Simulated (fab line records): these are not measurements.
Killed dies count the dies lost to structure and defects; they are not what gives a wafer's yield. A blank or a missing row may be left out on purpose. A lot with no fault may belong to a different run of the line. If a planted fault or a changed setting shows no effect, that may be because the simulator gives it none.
fab line records ; flow n5-finfet
[record] lots = 7; wafers = 21
route steps=1938 shown BEOL_M7@1308 BEOL_M8@1349 BEOL_M9@1446
start-h: hours from the record's opening day to when the first of the lot's shown wafers began ; wait-h: time in hours since the lot's previous step ; " as in the row above ; L1.1+2: several wafers, shown together as one row ; - either no value or no given start ; * or withheld: withheld ; < > ~ a bound
route shown NAME@n: names a module that has steps shown in the file, with the first one's number in the route ; usual: mean/standard deviation taken from wafers without a fault ; same: alike in all rows ; chamber/n: place in a boat ; sites: per-site readings ; _std_site: the values' standard deviation ; _edge_site: inner sites' mean taken away from outer sites' mean ; radius-mm: how far each site lies from the wafer's centre ; mask NAME#n: copy n ; behind: the last tool/chamber to shape the wafer ; hold: the reason the lot was held/the length of the hold in hours/how it ended ; device: whichever transistor did not switch (one of n, p or np) ; end of line: tests of these same wafers at the route's end ; a step without rows: its recipe alone ; killed: dies that structure and defects cost at the first sort, which is not the same as the wafer's yield ; map: a wafer's dies, x killed, . not, _ none there
set.NAME: the setting that was run; set.NAME@STEP: the one run at that earlier step ; model.NAME: the simulator's own value behind a step, which no gauge read
lots run with intentionally changed settings; tables by step, rows by wafer
[[steps]]
[step N5_BEOL_M7_TRENCH_ETCH_37]
[recipe] chemistry = C4F6/O2; target-depth-a = 934.78; target = SiCOH_lowk; time-s = 31.2; ion-energy-ev = 250; pressure-mtorr = 30; source-w = 345; bias-w = 185; Ar_flow_sccm = 300; C4F6_flow_sccm = 10; O2_flow_sccm = 10
[usual] rf-vpp-V = 662/4.2
lot.wafer;tool;chamber;start-h;wait-h;set.source-w;rf-vpp-V;model.BEOL_M7.feature-depth-nm;model.etch.depth-nm
L075.4;rie-diel-05;1;-;-;345;658;93.4;93.35
L075.5;rie-diel-05;2;-;-;345;669;93.8;93.73
L075.6;rie-diel-05;1;-;-;345;658;93.4;93.37
L079.2;rie-diel-02;0;-;-;345;657;94;93.92
L079.3;rie-diel-02;3;-;-;345;667;95;95.1
L079.4;rie-diel-02;1;-;-;345;659;91;90.91
L083.3;rie-diel-06;2;-;-;374;641;95;94.99
L083.5;rie-diel-06;3;-;-;374;629;95.8;95.82
L083.6;rie-diel-06;2;-;-;345;667;91.4;91.36
L082.1;rie-diel-02;3;-;-;345;666;95.2;95.12
L082.3;rie-diel-02;0;-;-;288.8;721;88.6;88.63
L082.4;rie-diel-02;2;-;-;288.8;724;86.6;86.57
L086.1;rie-diel-06;0;-;-;345;664;93.8;93.75
L086.3;rie-diel-06;2;-;-;345;668;92.2;92.12
L086.5;rie-diel-06;3;-;-;345;657;94.2;94.11
L092.1;rie-diel-05;2;-;-;345;668;92.6;92.52
L092.3;rie-diel-05;3;-;-;345;665;93.4;93.36
L092.4;rie-diel-05;0;-;-;345;667;93.4;93.47
L094.1;rie-diel-05;0;-;-;373.1;638;98.2;98.2
L094.4;rie-diel-05;3;-;-;373.1;639;97.6;97.66
L094.6;rie-diel-05;0;-;-;345;666;94.8;94.83
[step N5_BEOL_M7_ETCH_41]
[recipe] chemistry = CH3F/O2; target = SiCN; target-depth-a = 319; taper-deg = 2; time-s = 57.8; ion-energy-ev = 120; mask-material = TiN; pressure-mtorr = 30; source-w = 395; bias-w = 75; Ar_flow_sccm = 150; CH3F_flow_sccm = 30; O2_flow_sccm = 20
[step N5_BEOL_M7_STRIP_80]
[recipe] chemistry = N2/H2; time-s = 10; power-w = 450; temp-c = 40; pressure-mtorr = 20; rf-frequency-hz = 6e+07; bias-power-w = 7; n2-flow-sccm = 200; h2-flow-sccm = 200
[step N5_BEOL_M7_OCD_MEAS_38]
[usual] trench-depth-nm = 93.2/1.5
lot.wafer;tool;chamber;start-h;wait-h;set.source-w@BEOL_M7_TRENCH_ETCH_37;trench-depth-nm
L075.4;ocd-01;-;211.17;-;345;93.0
L075.5;ocd-01;-;211.17;-;345;93.4
L075.6;ocd-01;-;211.17;-;345;93.4
L079.2;ocd-01;-;230.03;-;345;94.1
L079.3;ocd-01;-;230.03;-;345;95.3
L079.4;ocd-01;-;230.03;-;345;91.2
L083.3;ocd-01;-;255.55;-;374;95.0
L083.5;ocd-01;-;255.55;-;374;95.5
L083.6;ocd-01;-;255.55;-;345;91.7
L082.1;ocd-02;-;258.44;-;345;95.5
L082.3;ocd-02;-;258.44;-;288.8;89.0
L082.4;ocd-02;-;258.44;-;288.8;85.9
L086.1;ocd-02;-;273.01;-;345;93.6
L086.3;ocd-02;-;273.01;-;345;92.1
L086.5;ocd-02;-;273.01;-;345;94.2
L092.1;ocd-02;-;312.29;-;345;92.1
L092.3;ocd-02;-;312.29;-;345;93.4
L092.4;ocd-02;-;312.29;-;345;93.3
L094.1;ocd-02;-;313.07;-;373.1;98.2
L094.4;ocd-02;-;313.07;-;373.1;97.9
L094.6;ocd-02;-;313.07;-;345;95.1
[step N5_BEOL_M7_HM_STRIP_39]
[recipe] chemistry = peroxide-tin-strip; material = TiN; target-depth-a = 250; temp-c = 50; time-s = 158
lot.wafer;tool;chamber;start-h;wait-h;set.temp-c@BEOL_M7_PECVD_70;model.SiO2_of_BEOL_M7_PECVD_70.thk-nm
L075.4;wet-bench-03;5;211.20;0.0;400;19.8
L075.5+6;wet-bench-03;4,3;211.20;0.0;410.1;18.4
L079.2;wet-bench-02;5;230.06;0.0;400;19.4
L079.3;wet-bench-02;2;230.06;0.0;400;19.6
L079.4;wet-bench-02;6;230.06;0.0;400;19.8
L083.3+6;wet-bench-05;1,5;255.58;0.0;400;20
L083.5;wet-bench-05;7;255.58;0.0;386.5;22
L082.1;wet-bench-03;6;258.48;0.0;416.7;17.4
L082.3;wet-bench-03;2;258.48;0.0;400;19.6
L082.4;wet-bench-03;3;258.48;0.0;416.7;17.6
L086.1;wet-bench-05;2;273.04;0.0;400;19.8
L086.3;wet-bench-05;1;273.04;0.0;400;19.6
L086.5;wet-bench-05;6;273.04;0.0;400;20.2
L092.1;wet-bench-05;2;312.32;0.0;400;19.6
L092.3;wet-bench-05;4;312.32;0.0;388.8;21
L092.4;wet-bench-05;7;312.32;0.0;388.8;21.2
L094.1;wet-bench-05;6;313.11;0.0;400;19.4
L094.4+6;wet-bench-05;2,1;313.11;0.0;400;19.8
[step N5_BEOL_M7_SRD_40]
[recipe] time-s = 30; temp-c = 23; rinse-liquid = diw; dry = ipa-marangoni
[step N5_BEOL_M7_PRECLEAN_42]
[recipe] chemistry = residue-remover; time-s = 60; temp-c = 40
[step N5_BEOL_M7_ECD_50]
[recipe] material = Cu; target-thk-a = 3000
[step N5_BEOL_M7_ANNEAL_51]
[recipe] temp-c = 225; time-s = 90; ambient = N2
[step N5_BEOL_M7_CMP_52]
[recipe] stop-on = SiCOH_lowk; t-overpolish-s = 6.9; down-force-psi = 1; platen-rpm = 50; clearing-platen-down-force-psi = 1.5; clearing-platen-rpm = 50; post-cmp-clean = cu-alkaline; target-thk-nm = 80; clearing-platen-pad-velocity-m-s = 0.99484; pad-velocity-m-s = 0.99484
lot.wafer;tool;chamber;start-h;wait-h;set.source-w@BEOL_M7_TRENCH_ETCH_37;model.Cu_of_BEOL_M7_ECD_50.thk-nm
L075.4;cmp-03;3;214.80;0.2;345;80.6
L075.6+5;cmp-03;1,2;214.80;0.2;345;80
L079.3;cmp-04;0;233.74;0.2;345;80.6
L079.2;cmp-04;1;233.74;0.2;345;79.2
L079.4;cmp-04;2;233.74;0.2;345;76.8
L083.3;cmp-03;2;258.62;0.3;374;81
L083.6;cmp-03;3;258.62;0.3;345;78
L083.5;cmp-03;0;258.62;0.3;374;82.6
L082.1;cmp-03;3;260.92;0.3;345;81.2
L082.4;cmp-03;0;260.92;0.3;288.8;73.2
L082.3;cmp-03;1;260.92;0.3;288.8;74
L086.1;cmp-04;1;275.04;0.3;345;80.4
L086.3;cmp-04;2;275.04;0.3;345;79.4
L086.5;cmp-04;0;275.04;0.3;345;82.4
L092.4;cmp-03;1;313.99;0.1;345;78.2
L092.3;cmp-03;2;313.99;0.1;345;78.8
L092.1;cmp-03;0;313.99;0.1;345;77.6
L094.1;cmp-03;0;316.31;0.3;373.1;83.6
L094.4;cmp-03;1;316.31;0.3;373.1;82.2
L094.6;cmp-03;3;316.31;0.3;345;78.8
[step N5_BEOL_M7_THK_MEAS_53]
[recipe] thk-meas-gauge = xrf; reads = Cu_of_BEOL_M7_ECD_50
[usual] M7_THK = 81.2/1.8
lot.wafer;tool;chamber;start-h;wait-h;set.source-w@BEOL_M7_TRENCH_ETCH_37;M7_THK[nm]
L075.4;film-metro-01;-;215.03;-;345;81.7
L075.5;film-metro-01;-;215.03;-;345;81.2
L075.6;film-metro-01;-;215.03;-;345;81.7
L079.2;film-metro-02;-;234.03;-;345;81.8
L079.3;film-metro-02;-;234.03;-;345;82.6
L079.4;film-metro-02;-;234.03;-;345;79.3
L083.3;film-metro-01;-;258.80;-;374;83.5
L083.5;film-metro-01;-;258.80;-;374;85.2
L083.6;film-metro-01;-;258.80;-;345;80.6
L082.1;film-metro-02;-;261.21;-;345;82.8
L082.3;film-metro-02;-;261.21;-;288.8;75.4
L082.4;film-metro-02;-;261.21;-;288.8;74.4
L086.1;film-metro-02;-;275.26;-;345;82.0
L086.3;film-metro-02;-;275.26;-;345;81.2
L086.5;film-metro-02;-;275.26;-;345;84.2
L092.1;film-metro-01;-;314.28;-;345;79.2
L092.3;film-metro-01;-;314.28;-;345;80.5
L092.4;film-metro-01;-;314.28;-;345;79.7
L094.1;film-metro-02;-;316.56;-;373.1;86.1
L094.4;film-metro-02;-;316.56;-;373.1;84.1
L094.6;film-metro-02;-;316.56;-;345;80.4
[step N5_BEOL_M7_PRE_CLEAN_55]
[recipe] gas = NH3; time-s = 15; temp-c = withheld; rf-power-w = 300
[step N5_BEOL_M7_DEP_56]
[recipe] material = SiCN; target-thk-a = 100; temp-c = withheld; precursor = 3MS/NH3; pressure-torr = 3; rf-w = 202; time-s = 17.5
[step N5_BEOL_M7_RS_MEAS_57]
[recipe] thk-meas-gauge = four-point-probe; reads = Cu_of_BEOL_M7_ECD_50+Co_of_BEOL_M7_CVD_78+TaN_of_BEOL_M7_ALD_77
[usual] M7_RS = 0.288/0.0075
lot.wafer;tool;chamber;start-h;wait-h;set.source-w@BEOL_M7_TRENCH_ETCH_37;M7_RS[ohm/sq]
L075.4;film-metro-01;-;215.19;0.1;345;0.284
L075.5;film-metro-01;-;215.19;0.1;345;0.286
L075.6;film-metro-01;-;215.19;0.1;345;0.286
L079.2;film-metro-02;-;234.16;0.1;345;0.290
L079.3;film-metro-02;-;234.16;0.1;345;0.284
L079.4;film-metro-02;-;234.16;0.1;345;0.301
L083.3;film-metro-01;-;258.93;0.1;374;0.282
L083.5;film-metro-01;-;258.93;0.1;374;0.275
L083.6;film-metro-01;-;258.93;0.1;345;0.295
L082.1;film-metro-02;-;261.34;0.1;345;0.281
L082.3;film-metro-02;-;261.34;0.1;288.8;0.314
L082.4;film-metro-02;-;261.34;0.1;288.8;0.317
L086.1;film-metro-02;-;275.39;0.1;345;0.283
L086.3;film-metro-02;-;275.39;0.1;345;0.288
L086.5;film-metro-02;-;275.39;0.1;345;0.275
L092.1;film-metro-02;-;314.41;0.1;345;0.297
L092.3;film-metro-02;-;314.41;0.1;345;0.291
L092.4;film-metro-02;-;314.41;0.1;345;0.294
L094.1;film-metro-01;-;316.69;0.1;373.1;0.271
L094.4;film-metro-01;-;316.69;0.1;373.1;0.277
L094.6;film-metro-01;-;316.69;0.1;345;0.290
[step N5_BEOL_M8_ETCH_61]
[recipe] chemistry = CF4; target = SiARC; target-depth-a = 455; mask-material = CAR-ArF; time-s = 75.8; ion-energy-ev = 80; pressure-mtorr = 40; source-w = 545; bias-w = 36; Ar_flow_sccm = 100; cf4-flow-sccm = 100; ends = cleared
[usual] rf-vpp-V = 184.1/1
lot.wafer;tool;chamber;start-h;wait-h;set.bias-w;rf-vpp-V
L075.4;rie-diel-03;2;218.95;0.0;33.71;175.5
L075.5;rie-diel-03;1;218.95;0.0;33.71;176.4
L075.6;rie-diel-03;0;218.95;0.0;36;185.2
L079.2;rie-diel-01;0;237.17;0.0;36;183.4
L079.3;rie-diel-01;3;237.17;0.0;36;184.2
L079.4;rie-diel-01;0;237.17;0.0;36;185.6
L083.3;rie-diel-03;0;260.83;0.0;36;185.0
L083.5;rie-diel-03;0;260.83;0.0;36;185.0
L083.6;rie-diel-03;1;260.83;0.0;36;183.3
L082.1;rie-diel-04;1;265.44;0.0;36;185.9
L082.3;rie-diel-04;2;265.44;0.0;36;183.0
L082.4;rie-diel-04;3;265.44;0.0;36;183.7
L086.1;rie-diel-04;1;277.64;0.0;36;185.4
L086.3;rie-diel-04;2;277.64;0.0;36;182.1
L086.5;rie-diel-04;1;277.64;0.0;36;184.2
L092.1;rie-diel-01;2;316.59;0.0;36;183.8
L092.3;rie-diel-01;3;316.59;0.0;36;184.5
L092.4;rie-diel-01;1;316.59;0.0;36;183.6
L094.1;rie-diel-01;0;318.81;0.0;36;186.3
L094.4;rie-diel-01;1;318.81;0.0;40.11;197.2
L094.6;rie-diel-01;1;318.81;0.0;40.11;196.5
[step N5_BEOL_M8_COAT_71]
[recipe] resist = underlayer; temp-c = 205; time-s = 60; spin-rpm = 1500; resist-thk-nm = 5
lot.wafer;tool;chamber;start-h;wait-h;set.spin-rpm
L075.4+5+6;litho-track-03;0;-;-;1500
L079.2+3;litho-track-01;0;-;-;1659
L079.4;litho-track-01;0;-;-;1500
L083.3+5+6;litho-track-03;0;-;-;1500
L082.1+3+4;litho-track-01;0;-;-;1500
L086.1+3+5;litho-track-01;0;-;-;1500
L092.1+4;litho-track-05;0;-;-;1586
L092.3;litho-track-05;0;-;-;1500
L094.1+4;litho-track-05;0;-;-;1363
L094.6;litho-track-05;0;-;-;1500
[step N5_BEOL_M8_COAT_22]
[recipe] resist = CAR-EUV; spin-rpm = 1500; resist-thk-nm = 30
[step N5_BEOL_M8_EBR_24]
[recipe] solvent = PGMEA; ebr-width-mm = 1.5
[step N5_BEOL_M8_DESCUM_33]
[recipe] chemistry = O2; time-s = 7; source-power-w = 50; bias-power-w = 20; pressure-mtorr = 20; rf-frequency-hz = 2.712e+07; temp-c = 40; resist = CAR-EUV; o2-flow-sccm = 225
[step N5_BEOL_M8_ETCH_72]
[recipe] chemistry = N2/H2; target = underlayer; target-depth-a = 65; mask-material = CAR-EUV; time-s = 5.2; ion-energy-ev = 200; pressure-mtorr = 30; source-w = 840; bias-w = 150; n2-flow-sccm = 200; h2-flow-sccm = 200; ends = cleared
lot.wafer;tool;chamber;start-h;wait-h;set.spin-rpm@BEOL_M8_COAT_71;model.etch.depth-nm;model.CAR-EUV_of_BEOL_M8_COAT_22.thk-nm
L075.4;rie-diel-01;2;221.02;0.0;1500;5.021;20.4
L075.5;rie-diel-01;2;221.02;0.0;1500;5.028;20.2
L075.6;rie-diel-01;1;221.02;0.0;1500;5.014;20.2
L079.2;rie-diel-03;3;240.85;0.0;1659;4.74;20.4
L079.3;rie-diel-03;1;240.85;0.0;1659;4.748;20.6
L079.4;rie-diel-03;0;240.85;0.0;1500;4.994;20
L083.3;rie-diel-03;2;261.80;0.0;1500;4.996;20.4
L083.5;rie-diel-03;3;261.80;0.0;1500;5.001;20.4
L083.6;rie-diel-03;0;261.80;0.0;1500;4.995;20.4
L082.1;rie-diel-03;0;269.29;0.0;1500;4.984;20.4
L082.3;rie-diel-03;3;269.29;0.0;1500;4.995;20.4
L082.4;rie-diel-03;2;269.29;0.0;1500;4.997;20.4
L086.1;rie-diel-01;3;279.71;0.0;1500;4.99;20.4
L086.3;rie-diel-01;1;279.71;0.0;1500;4.967;20.4
L086.5;rie-diel-01;2;279.71;0.0;1500;4.985;20.4
L092.1;rie-diel-03;2;317.92;0.0;1586;4.861;20.4
L092.3;rie-diel-03;0;317.92;0.0;1500;4.99;20.2
L092.4;rie-diel-03;3;317.92;0.0;1586;4.865;20.4
L094.1;rie-diel-01;2;321.65;0.0;1363;5.248;20
L094.4;rie-diel-01;3;321.65;0.0;1363;5.264;20.2
L094.6;rie-diel-01;2;321.65;0.0;1500;5.008;20.4
[step N5_BEOL_M8_ETCH_65]
[recipe] chemistry = CF4; target = SiARC; target-depth-a = 156; mask-material = CAR-EUV; time-s = 26; ion-energy-ev = 80; pressure-mtorr = 40; source-w = 545; bias-w = 36; Ar_flow_sccm = 100; cf4-flow-sccm = 100; ends = cleared
lot.wafer;tool;chamber;start-h;wait-h;set.spin-rpm@BEOL_M8_COAT_71;model.CAR-EUV_of_BEOL_M8_COAT_22.thk-nm
L075.4;rie-diel-01;2;221.04;0.0;1500;11.2
L075.5+6;rie-diel-01;2,1;221.04;0.0;1500;11
L079.2+3;rie-diel-03;3,1;240.86;0.0;1659;11.4
L079.4;rie-diel-03;0;240.86;0.0;1500;11
L083.3+5+6;rie-diel-03;2,3,0;261.81;0.0;1500;11.2
L082.1+3+4;rie-diel-03;0,3,2;269.31;0.0;1500;11.2
L086.1+3+5;rie-diel-01;3,1,2;279.73;0.0;1500;11.2
L092.1+4;rie-diel-03;2,3;317.93;0.0;1586;11.2
L092.3;rie-diel-03;0;317.93;0.0;1500;11
L094.1;rie-diel-01;2;321.67;0.0;1363;10.8
L094.4;rie-diel-01;3;321.67;0.0;1363;11
L094.6;rie-diel-01;2;321.67;0.0;1500;11.2
[step N5_BEOL_M9_TRENCH_ETCH_37]
[recipe] chemistry = C4F6/O2; target-depth-a = 1514.3; target = SiCOH_lowk; time-s = 49; ion-energy-ev = 250; pressure-mtorr = 30; source-w = 345; bias-w = 185; Ar_flow_sccm = 300; C4F6_flow_sccm = 10; O2_flow_sccm = 10
lot.wafer;tool;chamber;start-h;wait-h;set.time-s;model.BEOL_M9.feature-depth-nm;model.etch.depth-nm;model.TiN_of_BEOL_M9_HM_DEP_02.thk-nm
L075.4;rie-diel-02;3;-;-;49;155.2;155.1;15.6
L075.5;rie-diel-02;1;-;-;45.94;138.6;138.5;16.2
L075.6;rie-diel-02;0;-;-;45.94;144;144;16
L079.2;rie-diel-06;1;-;-;49;146.4;146.3;16
L079.3;rie-diel-06;2;-;-;45.25;136.6;136.6;16.4
L079.4;rie-diel-06;3;-;-;49;150.8;150.7;16.2
L083.3;rie-diel-06;2;-;-;46.14;140.8;140.9;16.4
L083.5;rie-diel-06;2;-;-;49;149.2;149.2;15.8
L083.6;rie-diel-06;1;-;-;49;148.4;148.5;16
L082.1;rie-diel-06;0;-;-;49;153;152.9;15.8
L082.3;rie-diel-06;2;-;-;49;151;151;16
L082.4;rie-diel-06;1;-;-;41.14;124.4;124.4;16.8
L086.1;rie-diel-02;0;-;-;49;154.2;154.1;15.8
L086.3;rie-diel-02;1;-;-;49;151.4;151.4;15.8
L086.5;rie-diel-02;2;-;-;49;150;150;15.8
L092.1;rie-diel-02;0;-;-;55.75;175;175;15
L092.3;rie-diel-02;1;-;-;49;148;147.9;15.8
L092.4;rie-diel-02;2;-;-;49;148.4;148.3;16
L094.1;rie-diel-02;3;-;-;57.89;181.8;181.7;15.2
L094.4;rie-diel-02;1;-;-;49;148;148;16.2
L094.6;rie-diel-02;2;-;-;57.89;175.4;175.4;15.6
[step N5_BEOL_M9_ETCH_41]
[recipe] chemistry = CH3F/O2; target = SiCN; target-depth-a = 366; taper-deg = 2; time-s = 70.1; ion-energy-ev = 120; mask-material = TiN; pressure-mtorr = 30; source-w = 395; bias-w = 75; Ar_flow_sccm = 150; CH3F_flow_sccm = 30; O2_flow_sccm = 20
[step N5_BEOL_M9_STRIP_80]
[recipe] chemistry = N2/H2; time-s = 10; power-w = 450; temp-c = 40; pressure-mtorr = 20; rf-frequency-hz = 6e+07; bias-power-w = 7; n2-flow-sccm = 200; h2-flow-sccm = 200
[step N5_BEOL_M9_OCD_MEAS_38]
[usual] trench-depth-nm = 150.9/2.4
lot.wafer;tool;chamber;start-h;wait-h;set.time-s@BEOL_M9_TRENCH_ETCH_37;trench-depth-nm
L075.4;ocd-02;-;229.46;-;49;155.2
L075.5;ocd-02;-;229.46;-;45.94;138.5
L075.6;ocd-02;-;229.46;-;45.94;143.6
L079.2;ocd-01;-;250.37;-;49;146.6
L079.3;ocd-01;-;250.37;-;45.25;136.9
L079.4;ocd-01;-;250.37;-;49;150.4
L083.3;ocd-02;-;271.85;-;46.14;141.0
L083.5;ocd-02;-;271.85;-;49;149.4
L083.6;ocd-02;-;271.85;-;49;148.0
L082.1;ocd-01;-;275.38;-;49;153.0
L082.3;ocd-01;-;275.38;-;49;150.8
L082.4;ocd-01;-;275.38;-;41.14;124.1
L086.1;ocd-01;-;287.88;-;49;154.1
L086.3;ocd-01;-;287.88;-;49;151.5
L086.5;ocd-01;-;287.88;-;49;150.2
L092.1;ocd-02;-;327.31;-;55.75;174.7
L092.3;ocd-02;-;327.31;-;49;148.2
L092.4;ocd-02;-;327.31;-;49;148.2
L094.1;ocd-01;-;328.25;-;57.89;181.6
L094.4;ocd-01;-;328.25;-;49;148.5
L094.6;ocd-01;-;328.25;-;57.89;175.8
[step N5_BEOL_M9_HM_STRIP_39]
[recipe] chemistry = peroxide-tin-strip; material = TiN; target-depth-a = 250; temp-c = 50; time-s = 158
[step N5_BEOL_M9_SRD_40]
[recipe] time-s = 30; temp-c = 23; rinse-liquid = diw; dry = ipa-marangoni
[step N5_BEOL_M9_ECD_50]
[recipe] material = Cu; target-thk-a = 3180
[step N5_BEOL_M9_ANNEAL_51]
[recipe] temp-c = 225; time-s = 90; ambient = N2
[step N5_BEOL_M9_CMP_52]
[recipe] stop-on = SiCOH_lowk; t-overpolish-s = 7; down-force-psi = 1; platen-rpm = 50; clearing-platen-down-force-psi = 1.5; clearing-platen-rpm = 50; post-cmp-clean = cu-alkaline; target-thk-nm = 140; clearing-platen-pad-velocity-m-s = 0.99484; pad-velocity-m-s = 0.99484
lot.wafer;tool;chamber;start-h;wait-h;set.time-s@BEOL_M9_TRENCH_ETCH_37;model.Cu_of_BEOL_M9_ECD_50.thk-nm
L075.4;cmp-03;3;232.94;0.2;49;144.4
L075.6;cmp-03;0;232.94;0.2;45.94;132.2
L075.5;cmp-03;1;232.94;0.2;45.94;127.4
L079.2;cmp-04;0;253.62;0.2;49;136
L079.4;cmp-04;1;253.62;0.2;49;140.6
L079.3;cmp-04;2;253.62;0.2;45.25;123.6
L083.3;cmp-04;0;274.47;0.3;46.14;130
L083.6;cmp-04;1;274.47;0.3;49;138
L083.5;cmp-04;2;274.47;0.3;49;138.6
L082.1;cmp-04;2;277.96;0.3;49;140.6
L082.4;cmp-04;3;277.96;0.3;41.14;113.8
L082.3;cmp-04;0;277.96;0.3;49;140.2
L086.1;cmp-03;1;290.30;0.3;49;140.6
L086.3;cmp-03;2;290.30;0.3;49;138.8
L086.5;cmp-03;3;290.30;0.3;49;138
L092.4+3;cmp-03;0,1;329.43;0.2;49;137.4
L092.1;cmp-03;2;329.43;0.2;55.75;163.6
L094.4;cmp-04;2;332.33;0.1;49;135.8
L094.1;cmp-04;0;332.33;0.1;57.89;170
L094.6;cmp-04;3;332.33;0.1;57.89;164.4
[step N5_BEOL_M9_THK_MEAS_53]
[recipe] thk-meas-gauge = xrf; reads = Cu_of_BEOL_M9_ECD_50
[usual] M9_THK = 142.6/2.9
lot.wafer;tool;chamber;start-h;wait-h;set.time-s@BEOL_M9_TRENCH_ETCH_37;M9_THK[nm]
L075.4;film-metro-02;-;233.12;-;49;149.4
L075.5;film-metro-02;-;233.12;-;45.94;131.3
L075.6;film-metro-02;-;233.12;-;45.94;136.4
L079.2;film-metro-02;-;253.88;-;49;138.0
L079.3;film-metro-02;-;253.88;-;45.25;126.2
L079.4;film-metro-02;-;253.88;-;49;143.0
L083.3;film-metro-01;-;274.65;-;46.14;132.7
L083.5;film-metro-01;-;274.65;-;49;140.4
L083.6;film-metro-01;-;274.65;-;49;139.9
L082.1;film-metro-02;-;278.21;-;49;145.3
L082.3;film-metro-02;-;278.21;-;49;145.0
L082.4;film-metro-02;-;278.21;-;41.14;117.7
L086.1;film-metro-01;-;290.52;-;49;141.7
L086.3;film-metro-01;-;290.52;-;49;141.2
L086.5;film-metro-01;-;290.52;-;49;139.8
L092.1;film-metro-02;-;329.69;-;55.75;167.9
L092.3;film-metro-02;-;329.69;-;49;141.1
L092.4;film-metro-02;-;329.69;-;49;140.9
L094.1;film-metro-02;-;332.62;-;57.89;174.7
L094.4;film-metro-02;-;332.62;-;49;139.1
L094.6;film-metro-02;-;332.62;-;57.89;169.1
[step N5_BEOL_M9_PRE_CLEAN_55]
[recipe] gas = NH3; time-s = 15; temp-c = withheld; rf-power-w = 300
[step N5_BEOL_M9_DEP_56]
[recipe] material = SiCN; target-thk-a = 150; temp-c = withheld; precursor = 3MS/NH3; pressure-torr = 3; rf-w = 202; time-s = 26.5
[step N5_BEOL_M9_RS_MEAS_57]
[recipe] thk-meas-gauge = four-point-probe; reads = Cu_of_BEOL_M9_ECD_50+Co_of_BEOL_M9_CVD_78+TaN_of_BEOL_M9_ALD_74
[usual] M9_RS = 0.152/0.0032
lot.wafer;tool;chamber;start-h;wait-h;set.time-s@BEOL_M9_TRENCH_ETCH_37;M9_RS[ohm/sq]
L075.4;film-metro-02;-;233.26;0.0;49;0.146
L075.5;film-metro-02;-;233.26;0.0;45.94;0.167
L075.6;film-metro-02;-;233.26;0.0;45.94;0.161
L079.2;film-metro-01;-;254.02;0.1;49;0.156
L079.3;film-metro-01;-;254.02;0.1;45.25;0.173
L079.4;film-metro-01;-;254.02;0.1;49;0.150
L083.3;film-metro-01;-;274.79;0.1;46.14;0.164
L083.5;film-metro-01;-;274.79;0.1;49;0.153
L083.6;film-metro-01;-;274.79;0.1;49;0.153
L082.1;film-metro-02;-;278.35;0.1;49;0.150
L082.3;film-metro-02;-;278.35;0.1;49;0.151
L082.4;film-metro-02;-;278.35;0.1;41.14;0.190
L086.1;film-metro-01;-;290.65;0.1;49;0.150
L086.3;film-metro-01;-;290.65;0.1;49;0.152
L086.5;film-metro-01;-;290.65;0.1;49;0.153
L092.1;film-metro-01;-;329.83;0.1;55.75;0.127
L092.3;film-metro-01;-;329.83;0.1;49;0.154
L092.4;film-metro-01;-;329.83;0.1;49;0.154
L094.1;film-metro-01;-;332.76;0.1;57.89;0.122
L094.4;film-metro-01;-;332.76;0.1;49;0.156
L094.6;film-metro-01;-;332.76;0.1;57.89;0.127
[[key]]
[split] step = N5_BEOL_M7_TRENCH_ETCH_37; setting = source-w; stated = 345; by = wafer
[response] step = N5_BEOL_M7_TRENCH_ETCH_37; reading = rf-vpp-V; change = -3.51; per = 1%; r = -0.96
[response] step = N5_BEOL_M7_TRENCH_ETCH_37; reading = model.BEOL_M7.feature-depth-nm; change = +0.454; per = 1%; r = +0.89
[response] step = N5_BEOL_M7_TRENCH_ETCH_37; reading = model.etch.depth-nm; change = +0.452; per = 1%; r = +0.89
[response] step = N5_BEOL_M7_OCD_MEAS_38; reading = trench-depth-nm; change = +0.458; per = 1%; r = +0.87
[response] step = N5_BEOL_M7_CMP_52; reading = model.Cu_of_BEOL_M7_ECD_50.thk-nm; change = +0.47; per = 1%; r = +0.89
[response] step = N5_BEOL_M7_THK_MEAS_53; reading = M7_THK; change = +0.496; per = 1%; r = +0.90
[response] step = N5_BEOL_M7_RS_MEAS_57; reading = M7_RS; change = -0.00207; per = 1%; r = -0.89
[split] step = N5_BEOL_M8_ETCH_61; setting = bias-w; stated = 36; by = wafer
[response] step = N5_BEOL_M8_ETCH_61; reading = rf-vpp-V; change = +1.05; per = 1%; r = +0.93
[split] step = N5_BEOL_M8_COAT_71; setting = spin-rpm; stated = 1500; by = wafer
[response] step = N5_BEOL_M8_ETCH_72; reading = model.etch.depth-nm; change = -0.0247; per = 1%; r = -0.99
[response] step = N5_BEOL_M8_ETCH_72; reading = model.CAR-EUV_of_BEOL_M8_COAT_22.thk-nm; change = +0.0402; per = 1%; r = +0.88
[response] step = N5_BEOL_M8_ETCH_65; reading = model.CAR-EUV_of_BEOL_M8_COAT_22.thk-nm; change = +0.0355; per = 1%; r = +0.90
[split] step = N5_BEOL_M9_TRENCH_ETCH_37; setting = time-s; stated = 49; by = wafer
[response] step = N5_BEOL_M9_TRENCH_ETCH_37; reading = model.BEOL_M9.feature-depth-nm; change = +1.75; per = 1%; r = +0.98
[response] step = N5_BEOL_M9_TRENCH_ETCH_37; reading = model.etch.depth-nm; change = +1.75; per = 1%; r = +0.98
[response] step = N5_BEOL_M9_TRENCH_ETCH_37; reading = model.TiN_of_BEOL_M9_HM_DEP_02.thk-nm; change = -0.0547; per = 1%; r = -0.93
[response] step = N5_BEOL_M9_OCD_MEAS_38; reading = trench-depth-nm; change = +1.74; per = 1%; r = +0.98
[response] step = N5_BEOL_M9_CMP_52; reading = model.Cu_of_BEOL_M9_ECD_50.thk-nm; change = +1.77; per = 1%; r = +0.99
[response] step = N5_BEOL_M9_THK_MEAS_53; reading = M9_THK; change = +1.82; per = 1%; r = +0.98
[response] step = N5_BEOL_M9_RS_MEAS_57; reading = M9_RS; change = -0.00211; per = 1%; r = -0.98
split outside-this-file step=N5_BEOL_M7_PECVD_70 setting=temp-c
// split outside-this-file: this setting was split too, and the file shows its column; the key of that split is in another file
